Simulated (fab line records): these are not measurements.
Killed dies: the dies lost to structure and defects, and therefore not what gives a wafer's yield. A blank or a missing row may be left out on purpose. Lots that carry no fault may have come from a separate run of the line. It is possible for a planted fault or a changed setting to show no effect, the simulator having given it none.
Split-lot study :: flow n5-finfet :: on a route of 1938 steps: 7 lots, 39 wafers read

THE SPLIT ITSELF
At N5_SD_EPI_N_EXPOSE_06 (exposes mask SD N BLK, target cd 120 nm), the setting dose-mj was moved away from the recipe's 39.75 on 12 of the 39 wafers read, by -4.9% to +7.4%. All remaining wafers had this setting at the recipe value.

FROM THE SPLIT TO THE READING: what the file shows between them, 2 steps
- N5_SD_EPI_N_PEB_07: peb time 60 s
- N5_SD_EPI_N_DEVELOP_08: develop time 30 s

THE READING
cd-nm (nm) at N5_SD_EPI_N_CD_MEAS_09, where the cd target is 120 nm. On this fab line, fault-free wafers typically give 120.0 nm with a standard deviation of 0.88 nm.

wafer: L077.1
tool, chamber at the split: arfi-scanner-01, 0
dose-mj as run: 37.97
against the recipe: -4.5%
cd-nm, nm: 116.9
against lot-mates on the recipe: -4.0

wafer: L077.2
tool, chamber at the split: arfi-scanner-01, 0
dose-mj as run: 37.97
against the recipe: -4.5%
cd-nm, nm: 117.7
against lot-mates on the recipe: -3.2

wafer: L077.3
tool, chamber at the split: arfi-scanner-01, 0
dose-mj as run: 39.75
against the recipe: recipe
cd-nm, nm: 121.4
against lot-mates on the recipe: -

wafer: L077.4
tool, chamber at the split: arfi-scanner-01, 0
dose-mj as run: 37.97
against the recipe: -4.5%
cd-nm, nm: 117.0
against lot-mates on the recipe: -3.9

wafer: L077.5
tool, chamber at the split: arfi-scanner-01, 0
dose-mj as run: 39.75
against the recipe: recipe
cd-nm, nm: 120.6
against lot-mates on the recipe: -

wafer: L077.6
tool, chamber at the split: arfi-scanner-01, 0
dose-mj as run: 39.75
against the recipe: recipe
cd-nm, nm: 120.7
against lot-mates on the recipe: -

wafer: L078.1
tool, chamber at the split: arfi-scanner-03, 0
dose-mj as run: 39.75
against the recipe: recipe
cd-nm, nm: 120.9
against lot-mates on the recipe: -

wafer: L078.2
tool, chamber at the split: arfi-scanner-03, 0
dose-mj as run: 39.75
against the recipe: recipe
cd-nm, nm: 121.3
against lot-mates on the recipe: -

wafer: L078.3
tool, chamber at the split: arfi-scanner-03, 0
dose-mj as run: 39.75
against the recipe: recipe
cd-nm, nm: 119.7
against lot-mates on the recipe: -

wafer: L078.4
tool, chamber at the split: arfi-scanner-03, 0
dose-mj as run: 39.75
against the recipe: recipe
cd-nm, nm: 120.6
against lot-mates on the recipe: -

wafer: L078.5
tool, chamber at the split: arfi-scanner-03, 0
dose-mj as run: 39.75
against the recipe: recipe
cd-nm, nm: 119.8
against lot-mates on the recipe: -

wafer: L078.6
tool, chamber at the split: arfi-scanner-03, 0
dose-mj as run: 39.75
against the recipe: recipe
cd-nm, nm: 121.3
against lot-mates on the recipe: -

wafer: L081.1
tool, chamber at the split: arfi-scanner-02, 0
dose-mj as run: 39.75
against the recipe: recipe
cd-nm, nm: 119.7
against lot-mates on the recipe: -

wafer: L081.2
tool, chamber at the split: arfi-scanner-02, 0
dose-mj as run: 39.75
against the recipe: recipe
cd-nm, nm: 120.4
against lot-mates on the recipe: -

wafer: L081.3
tool, chamber at the split: arfi-scanner-02, 0
dose-mj as run: 39.75
against the recipe: recipe
cd-nm, nm: 120.1
against lot-mates on the recipe: -

wafer: L081.4
tool, chamber at the split: arfi-scanner-02, 0
dose-mj as run: 39.75
against the recipe: recipe
cd-nm, nm: 120.6
against lot-mates on the recipe: -

wafer: L081.5
tool, chamber at the split: arfi-scanner-02, 0
dose-mj as run: 39.75
against the recipe: recipe
cd-nm, nm: 119.8
against lot-mates on the recipe: -

wafer: L081.6
tool, chamber at the split: arfi-scanner-02, 0
dose-mj as run: 39.75
against the recipe: recipe
cd-nm, nm: 120.0
against lot-mates on the recipe: -

wafer: L088.1
tool, chamber at the split: arfi-scanner-03, 0
dose-mj as run: 39.75
against the recipe: recipe
cd-nm, nm: 121.7
against lot-mates on the recipe: -

wafer: L088.2
tool, chamber at the split: arfi-scanner-03, 0
dose-mj as run: 39.75
against the recipe: recipe
cd-nm, nm: 120.8
against lot-mates on the recipe: -

wafer: L088.3
tool, chamber at the split: arfi-scanner-03, 0
dose-mj as run: 37.82
against the recipe: -4.9%
cd-nm, nm: 116.7
against lot-mates on the recipe: -4.2

wafer: L088.4
tool, chamber at the split: arfi-scanner-03, 0
dose-mj as run: 39.75
against the recipe: recipe
cd-nm, nm: 120.3
against lot-mates on the recipe: -

wafer: L088.5
tool, chamber at the split: arfi-scanner-03, 0
dose-mj as run: 37.82
against the recipe: -4.9%
cd-nm, nm: 116.8
against lot-mates on the recipe: -4.1

wafer: L088.6
tool, chamber at the split: arfi-scanner-03, 0
dose-mj as run: 37.82
against the recipe: -4.9%
cd-nm, nm: 117.3
against lot-mates on the recipe: -3.6

wafer: L090.1
tool, chamber at the split: arfi-scanner-02, 0
dose-mj as run: 42.69
against the recipe: +7.4%
cd-nm, nm: 124.7
against lot-mates on the recipe: +4.1

wafer: L090.2
tool, chamber at the split: arfi-scanner-02, 0
dose-mj as run: 39.75
against the recipe: recipe
cd-nm, nm: 120.6
against lot-mates on the recipe: -

wafer: L090.3
tool, chamber at the split: arfi-scanner-02, 0
dose-mj as run: 39.75
against the recipe: recipe
cd-nm, nm: 120.4
against lot-mates on the recipe: -

wafer: L090.4
tool, chamber at the split: arfi-scanner-02, 0
dose-mj as run: 42.69
against the recipe: +7.4%
cd-nm, nm: 124.6
against lot-mates on the recipe: +4.0

wafer: L090.5
tool, chamber at the split: arfi-scanner-02, 0
dose-mj as run: 39.75
against the recipe: recipe
cd-nm, nm: 120.9
against lot-mates on the recipe: -

wafer: L090.6
tool, chamber at the split: arfi-scanner-02, 0
dose-mj as run: 42.69
against the recipe: +7.4%
cd-nm, nm: 124.9
against lot-mates on the recipe: +4.3

wafer: L093.1
tool, chamber at the split: arfi-scanner-01, 0
dose-mj as run: 39.75
against the recipe: recipe
cd-nm, nm: 121.6
against lot-mates on the recipe: -

wafer: L093.3
tool, chamber at the split: arfi-scanner-01, 0
dose-mj as run: 39.75
against the recipe: recipe
cd-nm, nm: 120.2
against lot-mates on the recipe: -

wafer: L093.6
tool, chamber at the split: arfi-scanner-01, 0
dose-mj as run: 39.75
against the recipe: recipe
cd-nm, nm: 119.9
against lot-mates on the recipe: -

wafer: L096.1
tool, chamber at the split: arfi-scanner-03, 0
dose-mj as run: 40.7
against the recipe: +2.4%
cd-nm, nm: 123.4
against lot-mates on the recipe: +3.9

wafer: L096.2
tool, chamber at the split: arfi-scanner-03, 0
dose-mj as run: 39.75
against the recipe: recipe
cd-nm, nm: 118.9
against lot-mates on the recipe: -

wafer: L096.3
tool, chamber at the split: arfi-scanner-03, 0
dose-mj as run: 39.75
against the recipe: recipe
cd-nm, nm: 120.1
against lot-mates on the recipe: -

wafer: L096.4
tool, chamber at the split: arfi-scanner-03, 0
dose-mj as run: 40.7
against the recipe: +2.4%
cd-nm, nm: 121.9
against lot-mates on the recipe: +2.4

wafer: L096.5
tool, chamber at the split: arfi-scanner-03, 0
dose-mj as run: 40.7
against the recipe: +2.4%
cd-nm, nm: 120.6
against lot-mates on the recipe: +1.1

wafer: L096.6
tool, chamber at the split: arfi-scanner-03, 0
dose-mj as run: 39.75
against the recipe: recipe
cd-nm, nm: 119.5
against lot-mates on the recipe: -

THE FIT
A straight line over all 39 wafers: cd-nm changes by +0.644 nm for each +1% of dose-mj; r = +0.94; the points scatter about the line by 0.69 nm.
The same after taking each lot's own level away (the mean of its wafers on the recipe; 39 wafers): +0.695 nm for each +1%; r = +0.94; scatter 0.71 nm.
According to that fit, moving dose-mj by its largest amount changes the reading by 5.1 nm.
From 119.50 to 120.93 nm: that is the span of the lots' own levels, equal to 1.6 times the standard deviation above.
The two slopes are in agreement: the lot-to-lot level therefore moves the slope only a little.
Check: for one of the wafers moved furthest among these (+7.4%), held out of the fit, the line's prediction against its lot-mates is +5.26 nm. Against them it came out at +4.07 nm.

ADDITIONAL SPLITS CARRIED BY THESE WAFERS
These wafers also went through other splits before the reading. Each is held against what the fit with the lots' levels taken away leaves over:
other split on the same wafers: N5_DUMMY_GATE_EXPOSE_12 dose-mj
wafers away from the commonest value: 18
r with cd-nm (lot level and that fit taken away): +0.17

other split on the same wafers: N5_DUMMY_GATE_ETCH_32 time-s
wafers away from the commonest value: 15
r with cd-nm (lot level and that fit taken away): -0.12

THE WHOLE CHAIN: every reading that the file lists as answering this split, in the file's order
step: N5_SD_EPI_N_CD_MEAS_09
what it does: target cd 120 nm
reading: cd-nm
change (the file's fit): +0.695 nm for each +1% of the setting
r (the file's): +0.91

step: N5_SD_EPI_N_DESCUM_14
what it does: chemistry O2, time 7.9 s
reading: SD_EPI_N.cd-nm (the simulator's own value, which no gauge read)
change (the file's fit): +0.663 nm for each +1% of the setting
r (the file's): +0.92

step: N5_SD_EPI_N_ETCH_34
what it does: etches SiARC in CF4, target depth 45.5 nm, time 75.8 s
reading: SD_EPI_N.cd-nm (the simulator's own value, which no gauge read)
change (the file's fit): +0.687 nm for each +1% of the setting
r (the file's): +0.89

THE FILE'S OWN FIT
cd-nm changes by +0.695 nm for each +1% of dose-mj, r = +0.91.
